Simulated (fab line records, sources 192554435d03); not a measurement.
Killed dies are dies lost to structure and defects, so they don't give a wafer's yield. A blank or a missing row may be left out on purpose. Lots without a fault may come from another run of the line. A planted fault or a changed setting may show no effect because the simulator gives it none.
fab line records | flow n5_finfet
record lots=24 wafers=72 last_day=17
route steps=1938 shown BEOL_M12@1613
lots that met no fault: from a run of the same line without faults
start_h: hours from the record's first day to the start of the lot's first wafer shown | wait_h: hours since the lot's step before | " the same as in the row above | L1.1+2: a row that stands for several wafers | - no value, or no start given | * or withheld: withheld | < > ~ a bound
route shown NAME@n: a module of which the file shows steps, and the number in the route of the first | usual: mean/standard deviation of fault-free wafers | same: alike in all rows | chamber/n: place in a boat | sites: the reading at each site | _std_site: their standard deviation | _edge_site: outer sites' mean less inner sites' | radius_mm: how far each site lies from the wafer's centre | mask NAME#n: copy n | behind: the tool/chamber that last shaped the wafer | hold: why the lot was held/for how many hours/how that ended | device: the transistor (n, p or np) that didn't switch | end of line: the same wafers' tests at the end of the route | a step without rows: its recipe alone | killed: dies lost to structure and defects at the first sort, not the wafer's yield | map: a wafer's dies, x killed, . not, _ none there
set.NAME: the setting as run; set.NAME@STEP: as run at that earlier step | model.NAME: the simulator's own value behind a step, which no gauge read
steps of the route over a sample of lots; a table a step, a row a wafer
services: from which hour (start_h, from the record's first day; less than 0 if before it) a tool's chamber was out of use, for how many hours, and why
## steps
# step N5_BEOL_M12_OVL_MEAS_11
# recipe points_per_wafer=44
# usual V11_OVL=-1/6.6
# columns lot.wafer tool chamber start_h wait_h V11_OVL[nm]
L074.1 overlay-01 0 223.36 0.0 -4
L074.4 " 0 " " -2
L074.6 " 0 " " 0
L075.1 overlay-02 0 229.86 0.0 -3
L075.2 " 0 " " 11
L075.4 " 0 " " 16
L076.2 overlay-02 0 249.61 0.0 -2
L076.5 " 0 " " -3
L076.6 " 0 " " -8
L077.1 overlay-01 0 253.47 0.0 1
L077.2 " 0 " " -2
L077.4 " 0 " " -2
L078.4 overlay-01 0 254.65 0.0 1
L078.5 " 0 " " 7
L078.6 " 0 " " 1
L079.3 overlay-01 0 265.74 0.0 1
L079.4 " 0 " " -2
L079.6 " 0 " " -6
L080.1 overlay-01 0 279.53 0.0 -15
L080.2 " 0 " " -12
L080.6 " 0 " " -12
L081.2 overlay-02 0 282.79 0.0 -9
L081.4 " 0 " " -1
L081.5 " 0 " " -4
L082.1 overlay-02 0 288.17 0.0 3
L082.4 " 0 " " -2
L082.6 " 0 " " -7
L083.2 overlay-02 0 289.74 0.0 -4
L083.5 " 0 " " -1
L083.6 " 0 " " -11
L084.3 overlay-01 0 292.21 0.0 -13
L084.4 " 0 " " -5
L084.5 " 0 " " -7
L085.2 overlay-02 0 292.88 0.0 10
L085.4 " 0 " " 9
L085.6 " 0 " " 6
L086.2 overlay-02 0 305.84 0.0 -6
L086.4 " 0 " " -8
L086.6 " 0 " " -10
L087.1 overlay-02 0 311.90 0.0 6
L087.4 " 0 " " 10
L087.6 " 0 " " 9
L088.2 overlay-02 0 327.00 0.0 6
L088.3 " 0 " " -4
L088.4 " 0 " " 1
L089.2 overlay-02 0 327.27 0.0 -13
L089.4 " 0 " " -9
L089.6 " 0 " " -14
L091.3 overlay-01 0 334.70 0.0 -6
L091.4 " 0 " " 7
L091.5 " 0 " " -4
L090.2 overlay-02 0 338.02 0.0 -2
L090.3 " 0 " " 4
L090.4 " 0 " " 3
L092.2 overlay-01 0 341.19 0.0 -6
L092.3 " 0 " " -1
L092.4 " 0 " " -2
L095.2 overlay-02 0 354.68 0.0 -3
L095.5 " 0 " " -2
L095.6 " 0 " " -1
L094.1 overlay-01 0 355.01 0.0 8
L094.3 " 0 " " 5
L094.5 " 0 " " 8
L093.1 overlay-01 0 355.93 0.0 2
L093.3 " 0 " " 7
L093.4 " 0 " " 6
L097.4 overlay-01 0 362.86 0.0 3
L097.5 " 0 " " 0
L097.6 " 0 " " -4
L096.1 overlay-01 0 363.26 0.0 5
L096.4 " 0 " " 0
L096.6 " 0 " " 6
# step N5_BEOL_M12_STRIP_64
# recipe chemistry=N2/H2 power_w=1000 temp_c=250 h2_frac=0.65 overash_fraction=0.3 pressure_mtorr=withheld n2_flow_sccm=1750 h2_flow_sccm=3250
# usual drypump_motor_current_A=5.5/0.49 h2_flow_sccm=3251/9.2 heater_power_w=307/11 oes_product_au=0.715/0.0046 strip_time_to_endpoint_s=31.29/0.064
# columns lot.wafer tool chamber start_h wait_h drypump_motor_current_A h2_flow_sccm heater_power_w oes_product_au rf_hours_counter_h strip_time_to_endpoint_s
L074.1 plasma_asher-01 0 223.83 0.0 5.2 3253 315 0.717 113 31.26
L074.4 " 0 " " 5.2 3262 316 0.705 - 31.31
L074.6 " 0 " " 5.2 3238 318 0.719 - 31.35
L075.1 plasma_asher-01 1 230.26 0.0 5.4 3263 291 0.719 114 31.40
L075.2 " 0 " " 5.2 3257 317 0.719 114 31.19
L075.4 " 1 " " 5.4 3251 292 0.722 - 31.34
L076.2 plasma_asher-01 1 250.02 0.0 5.4 3249 302 0.712 117 31.30
L076.5 " 0 " " 5.2 3258 322 0.717 - 31.27
L076.6 " 1 " " 5.4 3246 294 0.708 - 31.33
L077.1 plasma_asher-02 1 253.89 0.0 6.3 3261 316 0.710 76 31.37
L077.2 " 0 " " 5.0 3244 318 0.719 76 31.29
L077.4 " 1 " " 6.3 3252 311 0.725 - 31.34
L078.4 plasma_asher-01 1 255.07 0.0 5.4 3246 293 0.714 - 31.38
L078.5 " 1 " " 5.4 3233 295 0.719 - 31.38
L078.6 " 0 " " 5.2 3259 317 0.709 - 31.39
L079.3 plasma_asher-01 0 266.16 0.0 5.2 3246 318 0.713 - 31.28
L079.4 " 1 " " 5.4 3268 292 0.706 - 31.27
L079.6 " 0 " " 5.2 3260 310 0.712 - 31.26
L080.1 plasma_asher-01 0 279.94 0.0 5.2 3257 315 0.717 122 31.37
L080.2 " 1 " " 5.4 3236 290 0.712 122 31.32
L080.6 " 0 " " 5.2 3269 313 0.715 - 31.36
L081.2 plasma_asher-02 0 283.22 0.0 5.0 3253 308 0.719 81 31.22
L081.4 " 1 " " 6.3 3235 307 0.718 - 31.25
L081.5 " 1 " " 6.3 3253 307 0.711 - 31.29
L082.1 plasma_asher-02 1 288.58 0.0 6.3 3254 315 0.718 83 31.34
L082.4 " 1 " " 6.3 3254 304 0.719 - 31.40
L082.6 " 1 " " 6.3 3260 312 0.715 - 31.33
L083.2 plasma_asher-02 1 290.50 0.0 6.3 3245 311 0.711 84 31.33
L083.5 " 1 " " 6.3 3252 307 0.713 - 31.35
L083.6 " 0 " " 5.0 3240 318 0.712 - 31.35
L084.3 plasma_asher-01 0 292.64 0.0 5.2 3249 322 0.719 - 31.28
L084.4 " 1 " " 5.4 3229 291 0.710 - 31.30
L084.5 " 1 " " 5.4 3232 290 0.717 - 31.30
L085.2 plasma_asher-02 1 293.31 0.0 6.3 3259 304 0.714 84 31.19
L085.4 " 0 " " 5.0 3255 306 0.716 - 31.26
L085.6 " 1 " " 6.3 3246 313 0.716 - 31.18
L086.2 plasma_asher-02 1 306.25 0.0 6.3 3254 305 0.716 88 31.17
L086.4 " 1 " " 6.3 3255 311 0.713 - 31.27
L086.6 " 1 " " 6.3 3247 306 0.719 - 31.23
L087.1 plasma_asher-02 1 312.31 0.0 6.3 3236 305 0.723 88 31.29
L087.4 " 1 " " 6.3 3245 322 0.714 - 31.30
L087.6 " 0 " " 5.0 3249 318 0.711 - 31.30
L088.2 plasma_asher-02 0 327.44 0.0 5.0 3246 309 0.720 91 31.40
L088.3 " 0 " " 5.0 3248 308 0.709 - 31.39
L088.4 " 1 " " 6.3 3257 312 0.719 - 31.31
L089.2 plasma_asher-01 1 327.68 0.0 5.4 3260 298 0.713 131 31.28
L089.4 " 0 " " 5.2 3245 314 0.719 - 31.38
L089.6 " 1 " " 5.4 3257 285 0.713 - 31.35
L091.3 plasma_asher-01 0 335.12 0.0 5.2 3256 314 0.720 - 31.13
L091.4 " 1 " " 5.4 3256 294 0.721 - 31.12
L091.5 " 0 " " 5.2 3246 311 0.714 - 31.16
L090.2 plasma_asher-02 0 338.43 0.0 5.0 3249 311 0.718 93 31.32
L090.3 " 1 " " 6.3 3251 313 0.718 - 31.37
L090.4 " 0 " " 5.0 3257 310 0.721 - 31.32
L092.2 plasma_asher-02 1 341.73 0.0 6.3 3242 311 0.713 94 31.25
L092.3 " 1 " " 6.3 3263 307 0.714 - 31.29
L092.4 " 0 " " 5.0 3251 317 0.715 - 31.29
L095.2 plasma_asher-02 1 355.08 0.0 6.3 3249 305 0.710 98 31.26
L095.5 " 0 " " 5.0 3259 308 0.712 - 31.27
L095.6 " 1 " " 6.3 3238 308 0.709 - 31.33
L094.1 plasma_asher-01 1 355.71 0.0 5.4 3234 293 0.717 137 31.35
L094.3 " 0 " " 5.2 3252 315 0.711 - 31.30
L094.5 " 0 " " 5.2 3243 318 0.713 - 31.25
L093.1 plasma_asher-01 1 356.33 0.0 5.4 3250 297 0.712 138 31.36
L093.3 " 0 " " 5.2 3246 322 0.718 - 31.29
L093.4 " 1 " " 5.4 3245 296 0.701 - 31.33
L097.4 plasma_asher-01 1 363.29 0.0 5.4 3255 284 0.718 - 31.30
L097.5 " 0 " " 5.2 3251 319 0.718 - 31.27
L097.6 " 1 " " 5.4 3257 292 0.715 - 31.27
L096.1 plasma_asher-01 1 363.85 0.0 5.4 3250 297 0.707 139 31.28
L096.4 " 0 " " 5.2 3249 318 0.712 - 31.33
L096.6 " 0 " " 5.2 3248 321 0.717 - 31.26
# step N5_BEOL_M12_INSPECT_30
# recipe mode=adi inspect_instrument=macro
# usual raw_defect_count=1.8/1.4
# columns lot.wafer tool chamber start_h wait_h raw_defect_count
L074.1 defect_inspect-02 - 224.48 0.0 3
L074.4 " - " " 2
L074.6 " - " " 2
L075.1 defect_inspect-01 - 230.80 0.0 2
L075.2 " - " " 2
L075.4 " - " " 0
L076.2 defect_inspect-01 - 250.54 0.0 1
L076.5 " - " " 1
L076.6 " - " " 0
L077.1 defect_inspect-01 - 254.42 0.0 2
L077.2 " - " " 4
L077.4 " - " " 0
L078.4 defect_inspect-01 - 255.58 0.0 0
L078.5 " - " " 3
L078.6 " - " " 2
L079.3 defect_inspect-01 - 266.80 0.0 1
L079.4 " - " " 3
L079.6 " - " " 0
L080.1 defect_inspect-01 - 280.59 0.0 1
L080.2 " - " " 0
L080.6 " - " " 0
L081.2 defect_inspect-02 - 283.75 0.0 2
L081.4 " - " " 0
L081.5 " - " " 1
L082.1 defect_inspect-02 - 289.24 0.0 2
L082.4 " - " " 0
L082.6 " - " " 0
L083.2 defect_inspect-02 - 291.15 0.0 0
L083.5 " - " " 1
L083.6 " - " " 0
L084.3 defect_inspect-02 - 293.27 0.0 2
L084.4 " - " " 1
L084.5 " - " " 2
L085.2 defect_inspect-02 - 293.97 0.0 1
L085.4 " - " " 3
L085.6 " - " " 0
L086.2 defect_inspect-01 - 306.90 0.0 4
L086.4 " - " " 3
L086.6 " - " " 3
L087.1 defect_inspect-02 - 312.84 0.0 3
L087.4 " - " " 3
L087.6 " - " " 0
L088.2 defect_inspect-02 - 327.98 0.0 5
L088.3 " - " " 1
L088.4 " - " " 3
L089.2 defect_inspect-02 - 328.26 0.0 1
L089.4 " - " " 2
L089.6 " - " " 1
L091.3 defect_inspect-02 - 335.76 0.0 5
L091.4 " - " " 3
L091.5 " - " " 2
L090.2 defect_inspect-01 - 339.08 0.0 2
L090.3 " - " " 1
L090.4 " - " " 1
L092.2 defect_inspect-02 - 342.39 0.0 2
L092.3 " - " " 0
L092.4 " - " " 2
L095.2 defect_inspect-01 - 355.61 0.0 4
L095.5 " - " " 1
L095.6 " - " " 1
L094.1 defect_inspect-02 - 356.37 0.0 3
L094.3 " - " " 5
L094.5 " - " " 0
L093.1 defect_inspect-01 - 356.90 0.0 2
L093.3 " - " " 0
L093.4 " - " " 3
L097.4 defect_inspect-01 - 363.80 0.0 3
L097.5 " - " " 3
L097.6 " - " " 4
L096.1 defect_inspect-01 - 364.50 0.0 3
L096.4 " - " " 1
L096.6 " - " " 1
# step N5_BEOL_M12_ETCH_67
# recipe chemistry=CF4 target=SiARC target_depth_a=1430 time_s=238.3 ion_energy_ev=80 pressure_mtorr=40 source_w=545 bias_w=36 Ar_flow_sccm=100 cf4_flow_sccm=100 ends=cleared
# usual drypump_motor_current_A=5.8/0.38 etch_rf_on_time_s=237/7.4 oes_product_au=0.67/0.064 rf_vpp_V=184.1/1.2 showerhead_plenum_p_Torr=2.14/0.072 throttle_valve_pct=15.65/0.24
# columns lot.wafer tool chamber start_h wait_h drypump_motor_current_A etch_rf_on_time_s oes_product_au rf_hours_counter_h rf_vpp_V showerhead_plenum_p_Torr throttle_valve_pct
L074.1 rie_diel-04 3 224.55 0.0 6.1 227 0.64 177 182.0 2.06 15.46
L074.4 " 0 " " 5.9 237 0.63 157 183.0 2.06 15.43
L074.6 " 1 " " 5.5 247 0.59 - 184.4 2.19 16.02
L075.1 rie_diel-01 2 230.87 0.0 5.3 244 0.75 28 184.2 2.19 15.59
L075.2 " 0 " " 6.5 237 0.74 50 186.2 2.25 15.28
L075.4 " 3 " " 5.4 229 0.70 98 185.3 2.16 15.78
L076.2 rie_diel-04 3 250.61 0.0 6.1 228 0.64 182 182.8 2.05 15.46
L076.5 " 0 " " 5.9 238 0.63 - 183.0 2.05 15.45
L076.6 " 1 " " 5.5 253 0.57 - 184.9 2.18 16.04
L077.1 rie_diel-06 2 254.49 0.0 5.3 237 0.72 73 184.6 2.17 15.46
L077.2 " 1 " " 5.7 228 0.80 20 186.0 2.26 15.49
L077.4 " 0 " " 6.0 232 0.62 213 183.2 2.04 16.10
L078.4 rie_diel-01 3 255.65 0.0 5.4 228 0.70 108 183.9 2.16 15.81
L078.5 " 0 " " 6.5 235 0.74 - 185.5 2.25 15.30
L078.6 " 1 " " 5.4 249 0.60 - 184.8 2.13 15.98
L079.3 rie_diel-06 1 266.88 0.0 5.7 230 0.78 24 185.1 2.26 15.52
L079.4 " 2 " " 5.3 238 0.71 78 183.9 2.17 15.44
L079.6 " 2 " " 5.3 239 0.72 - 184.4 2.17 15.45
L080.1 rie_diel-04 2 280.66 0.0 5.6 250 0.59 209 182.6 2.12 15.85
L080.2 " 1 " " 5.5 253 0.80 3 184.7 2.18 15.55
L080.6 " 3 " " 6.1 232 0.62 - 184.7 2.05 15.50
L081.2 rie_diel-06 0 283.82 0.0 6.0 229 0.62 222 182.8 2.04 16.11
L081.4 " 3 " " 6.0 232 0.64 147 184.4 2.12 15.51
L081.5 " 0 " " 6.1 230 0.61 - 183.5 2.04 16.11
L082.1 rie_diel-04 1 289.31 0.0 5.5 248 0.78 7 184.1 2.18 15.57
L082.4 " 2 " " 5.5 248 0.59 213 182.6 2.12 15.85
L082.6 " 3 " " 6.1 226 0.63 - 183.0 2.05 15.50
L083.2 rie_diel-06 2 291.42 0.0 5.3 238 0.71 86 184.9 2.17 15.47
L083.5 " 3 " " 6.0 235 0.64 - 184.7 2.12 15.53
L083.6 " 2 " " 5.3 236 0.71 - 184.4 2.17 15.46
L084.3 rie_diel-06 1 293.34 0.0 5.7 228 0.78 33 185.0 2.26 15.51
L084.4 " 3 " " 6.0 232 0.64 152 183.9 2.12 15.51
L084.5 " 0 " " 6.0 231 0.61 - 182.2 2.04 16.11
L085.2 rie_diel-01 3 294.04 0.0 5.4 227 0.69 120 184.2 2.16 15.82
L085.4 " 2 " " 5.3 244 0.72 50 184.6 2.18 15.63
L085.6 " 1 " " 5.3 248 0.60 - 181.3 2.13 16.03
L086.2 rie_diel-01 1 307.04 0.0 5.4 248 0.59 240 184.3 2.12 16.03
L086.4 " 3 " " 5.4 227 0.68 124 184.1 2.16 15.83
L086.6 " 0 " " 6.5 239 0.71 - 185.2 2.25 15.33
L087.1 rie_diel-06 1 313.08 0.0 5.7 232 0.76 40 186.1 2.26 15.53
L087.4 " 3 " " 6.0 231 0.63 158 183.4 2.12 15.53
L087.6 " 2 " " 5.3 235 0.70 - 183.9 2.17 15.48
L088.2 rie_diel-04 0 328.13 0.0 5.9 237 0.60 198 183.2 2.04 15.48
L088.3 " 2 " " 5.5 248 0.58 226 184.3 2.12 15.88
L088.4 " 3 " " 6.1 229 0.62 - 183.7 2.04 15.53
L089.2 rie_diel-01 0 328.52 0.0 6.5 238 0.70 84 186.1 2.24 15.35
L089.4 " 2 " " 5.3 245 0.71 61 184.3 2.18 15.65
L089.6 " 0 " " 6.5 241 0.70 - 186.1 2.24 15.33
L091.3 rie_diel-06 1 335.83 0.0 5.7 233 0.75 49 186.0 2.26 15.55
L091.4 " 3 " " 6.0 234 0.62 165 184.6 2.12 15.55
L091.5 " 0 " " 6.0 234 0.60 - 182.9 2.03 16.14
L090.2 rie_diel-06 0 339.15 0.0 6.0 232 0.60 243 183.4 2.03 16.17
L090.3 " 2 " " 5.3 235 0.70 104 183.4 2.16 15.50
L090.4 " 1 " " 5.7 230 0.75 51 185.5 2.25 15.55
L092.2 rie_diel-01 3 342.47 0.0 5.4 231 0.66 138 183.0 2.15 15.86
L092.3 " 0 " " 6.5 241 0.69 - 183.9 2.24 15.38
L092.4 " 3 " " 5.4 233 0.66 - 186.3 2.15 15.85
L095.2 rie_diel-01 2 355.72 0.0 5.3 249 0.69 68 184.5 2.18 15.65
L095.5 " 1 " " 5.4 242 0.83 - 183.3 2.12 15.58
L095.6 " 2 " " 5.3 246 0.70 - 184.3 2.18 15.66
L094.1 rie_diel-04 1 356.44 0.0 5.6 249 0.74 26 185.2 2.17 15.62
L094.3 " 2 " " 5.5 246 0.58 238 182.5 2.11 15.92
L094.5 " 2 " " 5.5 246 0.57 - 184.0 2.11 15.91
L093.1 rie_diel-04 2 356.96 0.0 5.6 248 0.57 238 184.7 2.11 15.93
L093.3 " 1 " " 5.5 254 0.73 27 184.4 2.17 15.62
L093.4 " 3 " " 6.1 227 0.61 226 181.1 2.04 15.55
L097.4 rie_diel-01 1 363.86 0.0 5.4 242 0.81 5 182.2 2.12 15.57
L097.5 " 3 " " 5.4 231 0.66 - 185.2 2.15 15.86
L097.6 " 2 " " 5.3 247 0.69 - 184.6 2.18 15.66
L096.1 rie_diel-06 3 364.59 0.0 6.0 237 0.61 175 183.0 2.12 15.58
L096.4 " 1 " " 5.7 230 0.73 - 184.5 2.25 15.58
L096.6 " 2 " " 5.3 239 0.68 - 183.8 2.16 15.51
# step N5_BEOL_M12_TRENCH_ETCH_34
# recipe chemistry=C4F8/O2/Ar target=SiOC target_depth_a=3189.5 mask_material=SOC pressure_mtorr=30 source_w=3000 bias_w=700 Ar_flow_sccm=400 C4F8_flow_sccm=15 O2_flow_sccm=8 he_inner_torr=15 he_outer_torr=30 time_s=125.5 ion_energy_ev=250
# usual drypump_motor_current_A=5.8/0.38 oes_product_au=0.78/0.079 rf_vpp_V=665/3.4 showerhead_plenum_p_Torr=3.42/0.12 throttle_valve_pct=24.22/0.23
# columns lot.wafer tool chamber start_h wait_h drypump_motor_current_A oes_product_au rf_hours_counter_h rf_vpp_V showerhead_plenum_p_Torr throttle_valve_pct
L074.1 rie_diel-04 3 224.88 0.0 6.1 0.73 178 662 3.26 23.88
L074.4 " 0 " " 5.9 0.73 157 662 3.29 23.95
L074.6 " 1 " " 5.5 0.69 - 668 3.48 24.45
L075.1 rie_diel-01 2 231.20 0.0 5.3 0.89 28 669 3.49 24.31
L075.2 " 0 " " 6.5 0.88 50 672 3.60 23.87
L075.4 " 3 " " 5.4 0.81 99 667 3.43 24.31
L076.2 rie_diel-04 3 250.94 0.0 6.1 0.73 183 660 3.26 23.88
L076.5 " 0 " " 5.9 0.72 - 661 3.28 23.97
L076.6 " 1 " " 5.6 0.69 - 667 3.47 24.46
L077.1 rie_diel-06 2 254.82 0.0 5.3 0.86 73 666 3.49 24.22
L077.2 " 1 " " 5.7 0.93 20 670 3.61 24.17
L077.4 " 0 " " 6.1 0.71 214 661 3.25 24.58
L078.4 rie_diel-01 3 255.98 0.0 5.4 0.81 108 667 3.43 24.32
L078.5 " 0 " " 6.5 0.86 - 671 3.59 23.88
L078.6 " 1 " " 5.4 0.72 - 664 3.41 24.65
L079.3 rie_diel-06 1 267.20 0.0 5.7 0.91 24 671 3.61 24.16
L079.4 " 2 " " 5.3 0.84 78 667 3.49 24.22
L079.6 " 2 " " 5.3 0.84 - 668 3.49 24.23
L080.1 rie_diel-04 2 280.99 0.0 5.5 0.70 209 664 3.38 24.34
L080.2 " 1 " " 5.5 0.97 3 667 3.47 24.23
L080.6 " 3 " " 6.1 0.72 - 661 3.25 23.89
L081.2 rie_diel-06 0 284.14 0.0 6.0 0.71 223 660 3.24 24.57
L081.4 " 3 " " 6.1 0.74 147 665 3.40 24.04
L081.5 " 0 " " 6.1 0.71 - 661 3.24 24.57
L082.1 rie_diel-04 1 289.63 0.0 5.5 0.95 7 668 3.47 24.23
L082.4 " 2 " " 5.5 0.70 213 663 3.37 24.34
L082.6 " 3 " " 6.1 0.72 - 661 3.25 23.92
L083.2 rie_diel-06 2 291.75 0.0 5.3 0.84 86 666 3.49 24.23
L083.5 " 3 " " 6.0 0.74 - 666 3.40 24.07
L083.6 " 2 " " 5.3 0.84 - 667 3.49 24.23
L084.3 rie_diel-06 1 293.67 0.0 5.7 0.89 33 671 3.60 24.19
L084.4 " 3 " " 6.0 0.74 152 665 3.40 24.05
L084.5 " 0 " " 6.0 0.71 - 660 3.24 24.58
L085.2 rie_diel-01 3 294.36 0.0 5.4 0.79 120 667 3.42 24.33
L085.4 " 2 " " 5.3 0.86 50 666 3.48 24.35
L085.6 " 1 " " 5.4 0.70 - 664 3.41 24.65
L086.2 rie_diel-01 1 307.37 0.0 5.4 0.70 240 664 3.40 24.67
L086.4 " 3 " " 5.4 0.79 124 665 3.42 24.32
L086.6 " 0 " " 6.5 0.84 - 671 3.58 23.90
L087.1 rie_diel-06 1 313.41 0.0 5.7 0.88 40 672 3.60 24.19
L087.4 " 3 " " 6.0 0.72 158 666 3.39 24.06
L087.6 " 2 " " 5.3 0.83 - 666 3.48 24.22
L088.2 rie_diel-04 0 328.46 0.0 5.8 0.71 198 662 3.27 24.00
L088.3 " 2 " " 5.5 0.69 226 667 3.37 24.36
L088.4 " 3 " " 6.1 0.71 - 662 3.24 23.92
L089.2 rie_diel-01 0 328.85 0.0 6.5 0.83 84 670 3.58 23.92
L089.4 " 2 " " 5.3 0.84 61 666 3.48 24.34
L089.6 " 0 " " 6.5 0.83 - 671 3.58 23.92
L091.3 rie_diel-06 1 336.16 0.0 5.7 0.86 49 673 3.59 24.20
L091.4 " 3 " " 6.0 0.72 166 665 3.39 24.08
L091.5 " 0 " " 6.0 0.69 - 661 3.24 24.61
L090.2 rie_diel-06 0 339.48 0.0 6.0 0.70 243 662 3.23 24.60
L090.3 " 2 " " 5.3 0.81 104 666 3.48 24.25
L090.4 " 1 " " 5.7 0.85 51 670 3.59 24.20
L092.2 rie_diel-01 3 342.96 0.0 5.4 0.77 139 664 3.41 24.35
L092.3 " 0 " " 6.5 0.81 - 669 3.57 23.90
L092.4 " 3 " " 5.4 0.77 - 666 3.41 24.35
L095.2 rie_diel-01 2 356.05 0.0 5.3 0.83 68 667 3.47 24.34
L095.5 " 1 " " 5.4 0.98 - 665 3.40 24.43
L095.6 " 2 " " 5.3 0.83 - 667 3.47 24.36
L094.1 rie_diel-04 1 356.77 0.0 5.5 0.89 27 667 3.46 24.27
L094.3 " 2 " " 5.6 0.67 238 664 3.36 24.37
L094.5 " 2 " " 5.6 0.68 - 665 3.36 24.38
L093.1 rie_diel-04 2 357.29 0.0 5.5 0.68 238 664 3.36 24.40
L093.3 " 1 " " 5.5 0.89 27 666 3.46 24.25
L093.4 " 3 " " 6.1 0.69 226 661 3.24 23.95
L097.4 rie_diel-01 1 364.19 0.0 5.4 0.96 5 663 3.40 24.42
L097.5 " 3 " " 5.4 0.76 - 666 3.41 24.35
L097.6 " 2 " " 5.3 0.82 - 667 3.47 24.36
L096.1 rie_diel-06 3 364.91 0.0 6.0 0.72 176 665 3.39 24.08
L096.4 " 1 " " 5.7 0.85 - 671 3.59 24.23
L096.6 " 2 " " 5.3 0.80 - 667 3.47 24.26
# step N5_BEOL_M12_PRE_CLEAN_42
# recipe gas=H2/He time_s=30 temp_c=250
# usual heater_power_w=325/30
# columns lot.wafer tool chamber start_h wait_h heater_power_w
L074.1 pvd_sputter-03 - 227.31 0.0 303
L074.4 " - " " 304
L074.6 " - " " 309
L075.1 pvd_sputter-03 - 232.97 0.0 358
L075.2 " - " " 308
L075.4 " - " " 305
L076.2 pvd_sputter-01 - 252.20 0.0 313
L076.5 " - " " 279
L076.6 " - " " 357
L077.1 pvd_sputter-03 - 258.13 0.0 350
L077.2 " - " " 293
L077.4 " - " " 303
L078.4 pvd_sputter-03 - 258.91 0.0 306
L078.5 " - " " 340
L078.6 " - " " 308
L079.3 pvd_sputter-02 - 269.12 0.0 306
L079.4 " - " " 286
L079.6 " - " " 289
L080.1 pvd_sputter-01 - 282.56 0.0 281
L080.2 " - " " 360
L080.6 " - " " 346
L081.2 pvd_sputter-01 - 285.14 0.0 363
L081.4 " - " " 289
L081.5 " - " " 356
L082.1 pvd_sputter-01 - 290.77 0.0 318
L082.4 " - " " 363
L082.6 " - " " 312
L083.2 pvd_sputter-01 - 293.57 0.0 349
L083.5 " - " " 356
L083.6 " - " " 318
L084.3 pvd_sputter-01 - 294.35 0.0 350
L084.4 " - " " 362
L084.5 " - " " 280
L085.2 pvd_sputter-01 - 295.91 0.0 321
L085.4 " - " " 356
L085.6 " - " " 359
L086.2 pvd_sputter-02 - 308.80 0.0 277
L086.4 " - " " 320
L086.6 " - " " 283
L087.1 pvd_sputter-01 - 317.45 0.0 317
L087.4 " - " " 351
L087.6 " - " " 325
L088.2 pvd_sputter-01 - 330.00 0.0 289
L088.3 " - " " 361
L088.4 " - " " 311
L089.2 pvd_sputter-01 - 332.26 0.0 358
L089.4 " - " " 315
L089.6 " - " " 325
L091.3 pvd_sputter-02 - 340.59 0.0 327
L091.4 " - " " 299
L091.5 " - " " 298
L090.2 pvd_sputter-01 - 342.24 0.0 356
L090.3 " - " " 321
L090.4 " - " " 282
L092.2 pvd_sputter-01 - 345.22 0.0 319
L092.3 " - " " 358
L092.4 " - " " 351
L095.2 pvd_sputter-03 - 358.98 0.0 305
L095.5 " - " " 344
L095.6 " - " " 369
L094.1 pvd_sputter-01 - 359.05 0.0 350
L094.3 " - " " 357
L094.5 " - " " 361
L093.1 pvd_sputter-01 - 359.37 0.0 340
L093.3 " - " " 365
L093.4 " - " " 310
L097.4 pvd_sputter-01 - 365.58 0.0 316
L097.5 " - " " 279
L097.6 " - " " 370
L096.1 pvd_sputter-01 - 366.15 0.0 288
L096.4 " - " " 361
L096.6 " - " " 282
## services
# columns tool chamber start_h hours kind
rie_diel-06 3 201.78 4.3 repair
plasma_asher-01 - 209.03 3.1 repair
rie_diel-04 3 231.06 9.3 repair
pvd_sputter-03 - 233.49 3.4 repair
rie_diel-04 2 245.90 6.5 repair
rie_diel-04 1 252.68 - clean
rie_diel-04 1 252.68 - consumable_replace:focus_ring
rie_diel-04 1 252.68 16.5 scheduled_down
rie_diel-04 1 252.68 16.5 vent_cycle
plasma_asher-01 - 298.19 0.5 repair
rie_diel-04 1 315.54 14.6 repair
rie_diel-01 1 330.89 - clean
rie_diel-01 1 330.89 - consumable_replace:focus_ring
rie_diel-01 1 330.89 15.4 scheduled_down
rie_diel-01 1 330.89 15.4 vent_cycle
plasma_asher-02 - 335.47 2.3 repair
plasma_asher-01 - 347.18 1.2 repair
rie_diel-06 0 361.45 - clean
rie_diel-06 0 361.45 - consumable_replace:focus_ring
rie_diel-06 0 361.45 - consumable_replace:showerhead
rie_diel-06 0 361.45 20.9 scheduled_down
rie_diel-06 0 361.45 20.9 vent_cycle
pvd_sputter-03 - 363.22 3.1 repair
## key
fault none
